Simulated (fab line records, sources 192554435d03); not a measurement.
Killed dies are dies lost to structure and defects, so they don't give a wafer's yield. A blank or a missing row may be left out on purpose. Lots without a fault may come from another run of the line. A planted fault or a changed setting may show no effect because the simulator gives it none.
fab line records | flow n5_finfet
record lots=5 wafers=15 last_day=17
route steps=1938 shown BEOL_M13@1704 BEOL_M14@1716 PASSIVATION@1936
lots that met no fault: from a run of the same line without faults
start_h: hours from the record's first day to the start of the lot's first wafer shown | wait_h: hours since the lot's step before | " the same as in the row above | L1.1+2: a row that stands for several wafers | - no value, or no start given | * or withheld: withheld | < > ~ a bound
route shown NAME@n: a module of which the file shows steps, and the number in the route of the first | usual: mean/standard deviation of fault-free wafers | same: alike in all rows | chamber/n: place in a boat | sites: the reading at each site | _std_site: their standard deviation | _edge_site: outer sites' mean less inner sites' | radius_mm: how far each site lies from the wafer's centre | mask NAME#n: copy n | behind: the tool/chamber that last shaped the wafer | hold: why the lot was held/for how many hours/how that ended | device: the transistor (n, p or np) that didn't switch | end of line: the same wafers' tests at the end of the route | a step without rows: its recipe alone | killed: dies lost to structure and defects at the first sort, not the wafer's yield | map: a wafer's dies, x killed, . not, _ none there
set.NAME: the setting as run; set.NAME@STEP: as run at that earlier step | model.NAME: the simulator's own value behind a step, which no gauge read
lots at some steps of the route; a table a step, a row a wafer
services: from which hour (start_h, from the record's first day; less than 0 if before it) a tool's chamber was out of use, for how many hours, and why
## steps
# step N5_BEOL_M13_PRE_CLEAN_42
# recipe gas=H2/He time_s=30 temp_c=250
# step N5_BEOL_M13_SPUTTER_43
# recipe material=TaN target_thk_a=150 temp_c=50 bias_v=168.6 power_w=15000 chamber_pressure_pa=0.12 time_s=24.19
# step N5_BEOL_M13_SPUTTER_44
# recipe material=Ta target_thk_a=100 temp_c=50 bias_v=80 power_w=15000 chamber_pressure_pa=0.07 time_s=16.13
# step N5_BEOL_M13_SPUTTER_45
# recipe material=Cu target_thk_a=800 temp_c=-20 bias_v=60 power_w=26000 chamber_pressure_pa=0.13 time_s=13.33
# step N5_BEOL_M13_ECD_47
# recipe material=Cu target_thk_a=9360
# step N5_BEOL_M13_ANNEAL_48
# recipe temp_c=225 time_s=90 ambient=N2
# step N5_BEOL_M13_CMP_49
# recipe stop_on=SiOC t_overpolish_s=17.1 down_force_psi=1 platen_rpm=50 clearing_platen_down_force_psi=1.5 clearing_platen_rpm=50 post_cmp_clean=cu_alkaline target_thk_nm=420 clearing_platen_pad_velocity_m_s=0.99484 pad_velocity_m_s=0.99484
# step N5_BEOL_M13_PRE_CLEAN_52
# recipe gas=NH3 time_s=15 temp_c=withheld rf_power_w=300
# step N5_BEOL_M13_DEP_53
# recipe material=SiCN target_thk_a=500 temp_c=withheld precursor=3MS/NH3 pressure_torr=3 rf_w=675 time_s=17.8
# step N5_BEOL_M14_ILD_DEP_00
# recipe material=SiO2 target_thk_a=11193 temp_c=400 precursor=TEOS/O2 pressure_torr=6.5 rf_w=900 teos_flow_sccm=161.4 gas=O2 flow_sccm=2650 time_s=237.4
# usual heater_power_w=519/110 showerhead_plenum_p_Torr=8.340/0.019 throttle_valve_pct=18.0/1.3
# columns lot.wafer tool chamber start_h wait_h heater_power_w showerhead_plenum_p_Torr throttle_valve_pct model.SiO2_of_BEOL_M14_ILD_DEP_00.thk_nm
L111.3 pecvd-03 0 287.71 0.0 616 8.353 16.8 1559
L111.5 " 0 " " 644 8.347 17.0 1146
L111.6 " 2 " " 561 8.319 16.0 1144
L112.2 pecvd-03 1 299.39 0.0 372 8.314 19.6 1102
L112.3 " 2 " " 605 8.327 16.1 1562
L112.5 " 1 " " 421 8.315 19.4 1132
L115.1 pecvd-03 1 302.52 0.0 348 8.318 19.7 1523
L115.4 " 2 " " 455 8.337 16.3 1158
L115.5 " 0 " " 498 8.353 17.0 1136
L123.3 pecvd-03 0 376.83 0.0 536 8.369 16.8 1126
L123.5 " 1 " " 299 8.316 19.8 1123
L123.6 " 2 " " 602 8.322 16.5 1126
L122.2 pecvd-03 1 379.78 0.0 340 8.297 19.8 1094
L122.3 " 2 " " 527 8.322 16.5 1091
L122.5 " 1 " " 383 8.338 19.8 1105
# step N5_BEOL_M14_THK_MEAS_01
# recipe reads=SiO2_of_BEOL_M14_ILD_DEP_00
# usual M14_ILD_THK=1120/18
# columns lot.wafer tool chamber start_h wait_h M14_ILD_THK[nm]
L111.3 film_metro-01 - 287.91 0.1 1559
L111.5 " - " " 1146
L111.6 " - " " 1143
L112.2 film_metro-02 - 299.59 0.1 1102
L112.3 " - " " 1562
L112.5 " - " " 1132
L115.1 film_metro-02 - 302.71 0.1 1522
L115.4 " - " " 1158
L115.5 " - " " 1135
L123.3 film_metro-01 - 377.02 0.1 1126
L123.5 " - " " 1123
L123.6 " - " " 1126
L122.2 film_metro-01 - 379.97 0.1 1094
L122.3 " - " " 1091
L122.5 " - " " 1105
# step N5_BEOL_M14_COAT_58
# recipe resist=BARC temp_c=205 time_s=60 spin_rpm=1500 resist_thk_nm=89
# step N5_BEOL_M14_COAT_04
# recipe spin_rpm=1704 resist_thk_nm=800
# step N5_BEOL_M14_EBR_06
# recipe solvent=PGMEA ebr_width_mm=1.5
# step N5_BEOL_M14_SOFTBAKE_05
# recipe temp_c=130 time_s=60
# step N5_BEOL_M14_EXPOSE_07
# recipe mask_id=V13 na=0.8 source_shape=annular sigma_inner=0.5 sigma_outer=0.8 polarization=unpolarized attpsm_phase_deg=180 dose_mj=57
# step N5_BEOL_M14_PEB_08
# recipe peb_temp_c=130 peb_time_s=90
# step N5_BEOL_M14_DEVELOP_09
# recipe develop_time_s=45 rinse_liquid=diw dry=air_spin dev_temp_c=21
# step N5_BEOL_M14_HARDBAKE_14
# recipe temp_c=130 time_s=120
# step N5_BEOL_M14_DESCUM_15
# recipe chemistry=O2 time_s=7.9 source_power_w=50 bias_power_w=20 pressure_mtorr=20 rf_frequency_hz=2.712e+07 temp_c=40 o2_flow_sccm=225
# step N5_BEOL_M14_ETCH_59
# recipe chemistry=N2/H2 target=BARC target_depth_a=890 overetch_a=267 time_s=67.9 ion_energy_ev=200 pressure_mtorr=30 source_w=840 bias_w=150 n2_flow_sccm=200 h2_flow_sccm=200
# step N5_BEOL_M14_VIA_ETCH_16
# recipe chemistry=C4F8/O2/Ar target=SiO2 he_inner_torr=15 he_outer_torr=30 target_depth_a=12313 time_s=withheld ion_energy_ev=800 pressure_mtorr=20 source_w=1905 bias_w=2040 Ar_flow_sccm=400 C4F8_flow_sccm=16 O2_flow_sccm=12 ends=cleared
# usual C4F8_flow_sccm=15.99/0.054 drypump_motor_current_A=6.04/0.22 oes_product_au=0.70/0.075 rf_vpp_V=2218/43 showerhead_plenum_p_Torr=3.39/0.14 throttle_valve_pct=30.91/0.18
# columns lot.wafer tool chamber start_h wait_h C4F8_flow_sccm drypump_motor_current_A oes_product_au rf_vpp_V showerhead_plenum_p_Torr throttle_valve_pct model.etch.depth_nm model.coat_of_BEOL_M14_COAT_04.thk_nm
L111.3 rie_diel-02 3 288.51 0.0 15.96 6.15 0.81 2230 3.51 30.81 1559 337
L111.5 " 0 " " 15.92 6.29 0.72 2154 3.33 30.81 1146 439
L111.6 " 3 " " 15.92 6.12 0.77 2229 3.51 30.75 1144 438.6
L112.2 rie_diel-03 2 300.29 0.0 16.08 6.08 0.66 2182 3.32 31.16 1102 469
L112.3 " 1 " " 15.90 5.95 0.69 2219 3.24 31.14 1562 359
L112.5 " 3 " " 16.06 5.87 0.63 2282 3.40 30.77 1132 447.4
L115.1 rie_diel-04 2 303.19 0.0 15.99 5.81 0.88 2240 3.36 31.03 1523 349.6
L115.4 " 1 " " 16.05 6.08 0.65 2202 3.28 30.96 1158 434.6
L115.5 " 2 " " 15.94 5.83 0.85 2240 3.36 30.96 1136 441.8
L123.3 rie_diel-04 0 377.65 0.0 15.95 6.01 0.78 2216 3.68 30.92 1126 456.8
L123.5 " 0 " " 15.93 6.07 0.79 2216 3.68 30.92 1123 455.6
L123.6 " 3 " " 15.91 6.13 0.65 2169 3.28 31.05 1126 457
L122.2 rie_diel-04 3 380.45 0.0 16.12 6.18 0.65 2168 3.28 31.05 1094 463.2
L122.3 " 1 " " 16.02 6.07 0.64 2201 3.27 31.01 1091 450.8
L122.5 " 2 " " 16.04 5.82 0.82 2237 3.34 31.01 1105 452.2
# step N5_BEOL_M14_STRIP_63
# recipe chemistry=O2 power_w=600 temp_c=60 pressure_mtorr=30 rf_frequency_hz=6e+07 bias_power_w=0 overash_fraction=0.3 o2_flow_sccm=225
# step N5_BEOL_M14_STRIP_64
# recipe chemistry=O2 power_w=600 temp_c=60 pressure_mtorr=30 rf_frequency_hz=6e+07 bias_power_w=0 overash_fraction=0.3 o2_flow_sccm=225
# step N5_BEOL_M14_STRIP_71
# recipe chemistry=post_etch_residue_remover time_s=60 temp_c=25 remover_ph=withheld remover_water_wt_pct=withheld remover_fluoride_wt_pct=withheld
# step N5_BEOL_M14_SRD_72
# recipe time_s=30 temp_c=23 rinse_liquid=diw dry=n2_spin spin_rpm=1500 dry_time_s=30
# step N5_BEOL_M14_COAT_65
# recipe resist=SOC temp_c=250 time_s=60 spin_rpm=1500 resist_thk_nm=450
# step N5_BEOL_M14_COAT_66
# recipe resist=SiARC temp_c=220 time_s=60 spin_rpm=1500 resist_thk_nm=110
# step N5_BEOL_M14_COAT_22
# recipe spin_rpm=2888 resist_thk_nm=300
# step N5_BEOL_M14_EBR_24
# recipe solvent=PGMEA ebr_width_mm=1.5
# step N5_BEOL_M14_SOFTBAKE_23
# recipe temp_c=130 time_s=60
# step N5_BEOL_M14_EXPOSE_25
# recipe mask_id=M14 na=0.8 source_shape=annular sigma_inner=0.5 sigma_outer=0.8 polarization=unpolarized target_cd_nm=280 dose_mj=26.6
# step N5_BEOL_M14_PEB_26
# recipe peb_temp_c=130 peb_time_s=90
# step N5_BEOL_M14_DEVELOP_27
# recipe develop_time_s=45 rinse_liquid=diw dry=air_spin dev_temp_c=21
# step N5_BEOL_M14_HARDBAKE_32
# recipe temp_c=130 time_s=120
# step N5_BEOL_M14_CMP_49
# recipe stop_on=SiO2 t_overpolish_s=5.2 down_force_psi=2 platen_rpm=80 clearing_platen_down_force_psi=2 clearing_platen_rpm=80 post_cmp_clean=cu_alkaline target_thk_nm=560 clearing_platen_pad_velocity_m_s=1.5917 pad_velocity_m_s=1.5917
# usual motor_current_A=8.2/0.62
# columns lot.wafer tool chamber start_h wait_h motor_current_A model.SiO2_of_BEOL_M14_ILD_DEP_00.thk_nm
L111.3 cmp-02 1 296.41 0.2 8.6 1481
L111.5 " 0 " " 7.8 1070
L111.6 " 1 " " 8.3 1063
L112.2 cmp-03 1 310.54 0.2 8.6 1020
L112.3 " 2 " " 9.1 1482
L112.5 " 0 " " 7.9 1050
L115.1 cmp-04 3 310.65 0.3 8.7 1445
L115.4 " 0 " " 7.1 1077
L115.5 " 0 " " 7.2 1056
L123.3 cmp-03 2 382.42 0.2 8.4 1045
L123.6 " 1 " " 8.1 1044
L123.5 " 2 " " 9.2 1041
L122.2 cmp-04 2 386.69 0.2 7.3 1012
L122.3 " 0 " " 7.0 1010
L122.5 " 2 " " 7.2 1024
# step N5_PASSIVATION_PROBE_49
# usual defect_limited_yield=91.2/1.5 killed_at_M0_to_M3=35/12 killed_at_M4_up=14/5.1 killed_at_contacts=13/6 killed_at_front_end=38/12 killed_at_other=4/3.5 killed_dies=104/18 killed_open=68/13 killed_short=33/8.1 sort_bin_5_function=5.2/1 sort_bin_6_memory=3.2/0.69 sort_n_pass=1076/18 sort_yield_pct=91.2/1.5
# same gross_dies=1180 killed_at_back_side=0 sort_bin_4_leakage[%]=0 sort_bin_8_speed[%]=0
# columns lot.wafer tool chamber start_h wait_h defect_limited_yield[%] killed_at_M0_to_M3 killed_at_M4_up killed_at_contacts killed_at_front_end killed_at_other killed_dies killed_open killed_short sort_bin_5_function[%] sort_bin_6_memory[%] sort_n_pass sort_yield_pct[%]
L111.3 prober-01 - 329.45 0.1 92.5 46 8 4 25 5 88 57 31 4.6 2.8 1092 92.5
L111.5 prober-01 - 329.55 0.2 92.6 33 10 16 27 1 87 64 23 4.4 2.5 1093 92.6
L111.6 prober-01 - 329.60 0.3 93.7 24 14 12 19 5 74 54 20 3.6 2.1 1106 93.7
L112.2 prober-01 - 331.38 0.1 88.9 35 9 7 77 3 131 65 42 7.5 3.3 1049 88.9
L112.3 prober-01 - 331.43 0.1 88.5 51 10 13 60 2 136 78 44 6.4 3.7 1044 88.5
L112.5 prober-01 - 331.53 0.2 87.7 52 7 21 58 7 145 95 49 7.6 4.4 1035 87.7
# killed by level:class
L111.3 BEOL_M3:geometric_particle:open=11 BEOL_M0_SAQP:geometric_particle:short=8 BEOL_M1:geometric_particle:open=8 BEOL_M2:geometric_particle:open=8 FIN_SAQP:geometric_particle:short=5 BEOL_M0_SAQP:geometric_particle:open=5 FIN_SAQP:geometric_particle:open=4 STI_FIN_REVEAL:geometric_particle:open=4
L111.5 BEOL_M0_SAQP:geometric_particle:open=15 MOL_CONTACT_COAG:geometric_particle:open=10 BEOL_M3:geometric_particle:open=9 DUMMY_GATE:geometric_particle:open=7 MOL_CONTACT_COAG:geometric_particle:short=6 STI_FIN_REVEAL:geometric_particle:open=5 DUMMY_GATE:geometric_particle:short=3 BEOL_M0_SAQP:geometric_particle:short=3
L111.6 MOL_CONTACT_COAG:geometric_particle:open=10 BEOL_M0_SAQP:geometric_particle:open=6 BEOL_M4:geometric_particle:open=6 FIN_SAQP:geometric_particle:open=4 GATE_CUT:geometric_particle:short=4 BEOL_M2:geometric_particle:open=4 BEOL_M3:geometric_particle:open=4 BEOL_M1:geometric_particle:open=3
L112.2 FIN_CUT:area_etch=23 STI_FIN_REVEAL:geometric_particle:open=21 BEOL_M1:geometric_particle:open=10 STARTING-WAFER:geometric_particle:short=8 STI_FIN_REVEAL:geometric_particle:short=6 BEOL_M0:geometric_particle:short=6 MOL_CONTACT_COAG:geometric_particle:open=6 BEOL_M1:geometric_particle:short=6
L112.3 STI_FIN_REVEAL:geometric_particle:open=16 FIN_SAQP:geometric_particle:short=15 BEOL_M0_SAQP:geometric_particle:open=13 BEOL_M3:geometric_particle:open=13 HKMG_FIN:area_etch=13 MOL_CONTACT_COAG:geometric_particle:open=9 BEOL_M0_SAQP:geometric_particle:short=9 BEOL_M2:geometric_particle:open=7
L112.5 MOL_CONTACT_COAG:geometric_particle:open=19 STI_FIN_REVEAL:geometric_particle:open=18 FIN_SAQP:geometric_particle:short=13 BEOL_M0_SAQP:geometric_particle:short=13 BEOL_M2:geometric_particle:open=13 BEOL_M0_SAQP:geometric_particle:open=11 BEOL_M3:geometric_particle:open=8 GATE_CUT:geometric_particle:short=6
## services
# columns tool chamber start_h hours kind
cmp-04 - 269.19 0.6 repair
cmp-02 - 307.69 3.9 repair
rie_diel-03 3 308.94 - clean
rie_diel-03 3 308.94 - consumable_replace:focus_ring
rie_diel-03 3 308.94 21.1 scheduled_down
rie_diel-03 3 308.94 21.1 vent_cycle
cmp-03 - 310.79 1.7 repair
cmp-02 - 320.80 3.0 repair
cmp-04 - 326.90 1.0 repair
cmp-04 - 328.85 9.4 pm
pecvd-03 0 340.42 5.5 scheduled_down
cmp-04 - 341.93 2.6 repair
cmp-02 - 351.38 0.5 repair
cmp-04 - 355.35 0.7 repair
cmp-02 - 360.10 5.0 pm
cmp-02 - 365.98 4.0 pm
cmp-02 - 369.98 - consumable_replace:conditioner
cmp-02 - 369.98 - consumable_replace:pad
rie_diel-04 0 378.19 20.7 repair
cmp-03 - 384.19 1.1 repair
## key
first_sign step=N5_BEOL_M14_THK_MEAS_01 reading=M14_ILD_THK direction=up sigmas=24 usual=1120 struck=1548
effect none on later readings
model_effect step=N5_BEOL_M14_ILD_DEP_00 value=SiO2_of_BEOL_M14_ILD_DEP_00.thk_nm without=1112 struck=1548
model_effect step=N5_BEOL_M14_VIA_ETCH_16 value=etch.depth_nm without=1112 struck=1548
model_effect step=N5_BEOL_M14_CMP_49 value=SiO2_of_BEOL_M14_ILD_DEP_00.thk_nm without=1033 struck=1469
met_at N5_BEOL_M14_ILD_DEP_00
struck_wafers L111.3,L112.3,L115.1
baseline_loss step=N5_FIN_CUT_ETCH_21 wafers=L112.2
baseline_loss step=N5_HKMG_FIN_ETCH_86 wafers=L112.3
fault kind=process_parameter_drift tool=pecvd-03 chamber=- onset_h=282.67 steps=N5_BEOL_M14_ILD_DEP_00 channel=target_thk_a offset=* shape=step end_h=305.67 scope=struck_wafers_only acts_in=* stated=*
# baseline_loss: these wafers lose ten dies or more at that step, a loss of the line's own and not of a fault; the sort's usual values leave them out
